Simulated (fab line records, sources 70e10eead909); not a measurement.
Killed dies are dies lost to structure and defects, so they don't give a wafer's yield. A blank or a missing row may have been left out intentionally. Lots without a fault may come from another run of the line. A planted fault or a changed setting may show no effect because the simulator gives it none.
Which tool was responsible? / flow nandHarc / at 1 step of a route of 1302, 6 lots with 18 wafers sampled

## WHAT THE GAUGES READ, wafer by wafer
NHARC_A_CHANNEL_HOLE_D2_OVL_MEAS_11.
lot=L373; measured=day 13 16:19; on=overlay-02; overlayXNm (nm)=-1.3 -1.3 -1.3
lot=L376; measured=day 15 01:11; on=overlay-01; overlayXNm (nm)=1.3 1.8 0.8
lot=L379; measured=day 16 07:56; on=overlay-01; overlayXNm (nm)=0.8 0.3 0.3
lot=L381; measured=day 17 01:17; on=overlay-01; overlayXNm (nm)=-0.1 -1.3 -0.8
lot=L391; measured=day 21 01:13; on=overlay-01; overlayXNm (nm)=-0.6 0.1 -0.1
lot=L394; measured=day 22 15:56; on=overlay-02; overlayXNm (nm)=-0.4 -0.6 -0.7

## WHICH TOOL RAN EACH LOT (tool, then ch and the chambers of the sampled wafers, then the start)
The record shows no process step preceding these readings.

## THE ANSWER, worked out from the rows above alone
Rule: what is usual is taken from the lots themselves. Put in order of their means at a reading, lots are off if they are a third of the lots or fewer, leave a main group of 4 or more, and stand apart from it by a gap of 3 or more times the standard deviation of the main group's means; of several such gaps the widest counts. A main group whose means are all the same, to the digits that the tables above print for the reading, isn't used. A lot without any number at a reading at which 4 lots or more have one is off too. Any other lot the step has rows for is counted as sound.
Across all readings shown, no lot is off: no conclusion can be drawn from this.

## WHAT THE SIMULATOR HAD PUT IN
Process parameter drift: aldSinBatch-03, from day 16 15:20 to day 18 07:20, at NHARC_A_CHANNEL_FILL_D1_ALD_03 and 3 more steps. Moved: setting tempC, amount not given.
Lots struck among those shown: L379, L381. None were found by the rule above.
